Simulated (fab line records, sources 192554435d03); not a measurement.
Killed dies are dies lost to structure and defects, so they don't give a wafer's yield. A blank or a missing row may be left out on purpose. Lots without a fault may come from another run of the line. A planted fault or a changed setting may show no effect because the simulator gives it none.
Split-lot experiment | flow n5_finfet | 7 lots, 21 wafers read, on a route of 1938 steps

THE SPLIT
At N5_BEOL_M11_DEP_56 (deposits SiCN from 3MS/NH3, target thk 30 nm, time 10.5 s), the setting time_s was moved away from the recipe's 10.5 s on 6 of the 21 wafers read, by -9.2% to +12.1%. The other wafers ran this setting at the recipe's value.

The reading is taken at the split's own step.

THE READING
SiCN_of_BEOL_M11_DEP_56.thk_nm (the simulator's own value, which no gauge read), in nm, at N5_BEOL_M11_DEP_56 (deposits SiCN from 3MS/NH3, target thk 30 nm, time 10.5 s). The file gives no usual value for it. The 15 wafers here that ran the recipe average 30.0 nm, standard deviation 0.43 nm.

wafer  | tool, chamber at the split | time_s as run, s | against the recipe | SiCN_of_BEOL_M11_DEP_56.thk_nm, nm | against lot-mates on the recipe
L074.3 | pecvd-04, 1                | 10.5             | recipe             | 29.6                               | -
L074.5 | pecvd-04, 0,1              | 10.5             | recipe             | 30.2                               | -
L074.6 | pecvd-04, 0,1              | 10.5             | recipe             | 30.2                               | -
L079.1 | pecvd-01, 0                | 11.77            | +12.1%             | 33.8                               | +4.1
L079.3 | pecvd-01, 1                | 10.5             | recipe             | 29.2                               | -
L079.6 | pecvd-01, 0                | 10.5             | recipe             | 30.2                               | -
L086.2 | pecvd-03, 0,1              | 9.537            | -9.2%              | 27.2                               | -3.0
L086.5 | pecvd-03, 0,1              | 9.537            | -9.2%              | 27.2                               | -3.0
L086.6 | pecvd-03, 0                | 10.5             | recipe             | 30.2                               | -
L085.4 | pecvd-03, 1                | 9.721            | -7.4%              | 27.2                               | -2.5
L085.5 | pecvd-03, 2                | 10.5             | recipe             | 29.6                               | -
L085.6 | pecvd-03, 0                | 10.5             | recipe             | 29.8                               | -
L088.1 | pecvd-03, 2                | 10.5             | recipe             | 29.4                               | -
L088.5 | pecvd-03, 2                | 10.5             | recipe             | 29.6                               | -
L088.6 | pecvd-03, 0                | 11.74            | +11.8%             | 33.8                               | +4.3
L092.2 | pecvd-01, 2                | 10.5             | recipe             | 29.8                               | -
L092.5 | pecvd-01, 2                | 10.5             | recipe             | 30.8                               | -
L092.6 | pecvd-01, 0                | 10.5             | recipe             | 30.6                               | -
L096.2 | pecvd-04, 1                | 10.5             | recipe             | 30                                 | -
L096.5 | pecvd-04, 1                | 10.5             | recipe             | 30.2                               | -
L096.6 | pecvd-04, 0                | 10.93            | +4.1%              | 31.2                               | +1.1
Where a row lists several chambers, the file gives one row for several wafers and doesn't say which wafer went through which chamber.

THE FIT
A straight line over all 21 wafers: SiCN_of_BEOL_M11_DEP_56.thk_nm changes by +0.319 nm for each +1% of time_s; r = +0.97; the points scatter about the line by 0.39 nm.
The same after taking each lot's own level away (the mean of its wafers on the recipe; 21 wafers): +0.339 nm for each +1%; r = +0.99; scatter 0.29 nm.
On that fit, the largest move of time_s shifts the reading by 4.1 nm.
The lots' own levels span 29.50 to 30.40 nm, that is 2.1 times the standard deviation above.
So the lot-to-lot level changes the slope little: the two slopes agree.
Check: with one of the wafers moved furthest among these (+12.1%) left out of the fit, the line predicts +4.12 nm for it against its lot-mates. It came out at +4.1 nm against them.

OTHER SPLITS ON THESE WAFERS
These wafers also went through other splits before the reading. Each is held against what the fit with the lots' levels taken away leaves over:
other split on the same wafers    | wafers away from the commonest value | r with SiCN_of_BEOL_M11_DEP_56.thk_nm (lot level and that fit taken away)
N5_BEOL_M9_COAT_60 spin_rpm       | 4                                    | -0.18
N5_BEOL_M10_VIA_ETCH_34 time_s    | 8                                    | -0.06
N5_BEOL_M10_TRENCH_ETCH_37 time_s | 5                                    | +0.30
N5_BEOL_M10_SPUTTER_48 power_w    | 7                                    | +0.09
N5_BEOL_M11_PECVD_70 temp_c       | 6                                    | -0.14

THE FILE'S OWN FIT
SiCN_of_BEOL_M11_DEP_56.thk_nm changes by +0.342 nm for each +1% of time_s, r = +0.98.
